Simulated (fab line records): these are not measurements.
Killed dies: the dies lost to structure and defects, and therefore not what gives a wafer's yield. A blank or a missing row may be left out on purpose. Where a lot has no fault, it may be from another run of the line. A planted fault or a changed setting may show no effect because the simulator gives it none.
Code-filled problem report in 8D (eight disciplines) form :: flow n5_finfet :: the parts of the form that need people (team, actions taken, sign-off) are left out

## 1. PROBLEM STATEMENT
Wafers without a fault read 993 W, standard deviation 3.1; rf_fwd_power_W at N5_MIM_BOT_ETCH_ETCH_00 reads a mean of 755 W on 4 wafers belonging to 2 lots. That puts it -77 standard deviations away from the usual mean.
The step: etches TiN in Cl2/BCl3, target depth 45.5 nm.
Earliest sighting: wafer L394.3 on rie_metal-03 at day 14 00:07. At this step, 27 wafers from 9 lots have a number in the record. Rule for "out" (also "out of limits"): further than 4 standard deviations from the usual mean. The other wafers with a number count as sound.

## 2. WHAT IT IS AND WHAT IT IS NOT
question: which readings at this step
is: rf_fwd_power_W
is not: drypump_motor_current_A, oes_product_au, throttle_valve_pct

question: which lots
is: L394, L396
is not: L387, L389, L391, L404, L405, L407, L409

question: which wafers of those lots
is: L394.3, L394.5, L396.1, L396.6
is not: L394.6, L396.4

question: read on which tools
is: rie_metal-03
is not: rie_metal-01, rie_metal-02

question: when
is: from day 14 00:07
is not: up to then (10 sound wafers); but 13 sound wafers of L396, L404, L405, L407, L409 came after

## 3. WHAT RULES OUT EACH SUSPECT
Counting: if a tool at a process step up to the reading ran every lot that is out, it stays a suspect. Sound lots after the first of them don't rule it out here, since some wafers of a struck lot are sound.
- rie_metal-03 at N5_MIM_BOT_ETCH_ETCH_00 (etches TiN in Cl2/BCl3, target depth 45.5 nm): kept. Ran every lot that is out, first one L394 (day 14 00:07); last sound lot up to then L391 (day 13 12:16). Its own rf_fwd_power_W readings are out on those wafers.
- Within rie_metal-03 at N5_MIM_BOT_ETCH_ETCH_00: the wafers that are out ran in chamber 1; their sound lot-mates ran in chamber 0.
Remaining after the count: rie_metal-03 at N5_MIM_BOT_ETCH_ETCH_00.

## 4. THE CAUSE (what the simulator had put in)
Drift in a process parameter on rie_metal-03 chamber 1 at N5_MIM_BOT_ETCH_ETCH_00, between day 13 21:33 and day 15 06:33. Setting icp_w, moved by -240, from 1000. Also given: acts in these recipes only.
Counting left only this tool.

## 5. THE CHAIN OF EFFECTS, in route order
Rows list readings where the struck wafers' mean (over those with a number) sits beyond 3 standard deviations from the usual. Readings are gone through only where the record gives a usual standard deviation; hours: the median, over the lots, of the time from a lot's start at the first step in this table giving one to that lot's start at this step; sigmas: the change measured in usual standard deviations.
hours: 0
step: N5_MIM_BOT_ETCH_ETCH_00
reading: oes_ar_750_au
usual: 0.79 a.u.
on struck wafers: 0.63
change: -0.16
sigmas: -3.6

hours: 0
step: N5_MIM_BOT_ETCH_ETCH_00
reading: rf_fwd_power_W
usual: 993 W
on struck wafers: 755
change: -238
sigmas: -77

hours: 9
step: N5_PASSIVATION_PROBE_49
reading: defect_limited_yield
usual: 91.3 %
on struck wafers: 84.7
change: -6.6
sigmas: -4.7

hours: 9
step: N5_PASSIVATION_PROBE_49
reading: killed_at_other
usual: 4
on struck wafers: 89
change: +85
sigmas: +26

hours: 9
step: N5_PASSIVATION_PROBE_49
reading: killed_dies
usual: 103
on struck wafers: 180
change: +77
sigmas: +4.8

hours: 9
step: N5_PASSIVATION_PROBE_49
reading: sort_bin_5_function
usual: 5.1 %
on struck wafers: 12.0
change: +6.9
sigmas: +7.9

hours: 9
step: N5_PASSIVATION_PROBE_49
reading: sort_n_pass
usual: 1077
on struck wafers: 1000
change: -77
sigmas: -4.8

hours: 9
step: N5_PASSIVATION_PROBE_49
reading: sort_yield_pct
usual: 91.3 %
on struck wafers: 84.7
change: -6.6
sigmas: -4.7
Process steps it contains:
- N5_MIM_BOT_ETCH_ETCH_00: etches TiN in Cl2/BCl3, target depth 45.5 nm.
- N5_PASSIVATION_PROBE_49

## 6. HOW IT WOULD HAVE BEEN CAUGHT EARLIER
First out-of-limits reading in this record: day 14 00:07, which is 3 hours after fault onset at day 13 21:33.
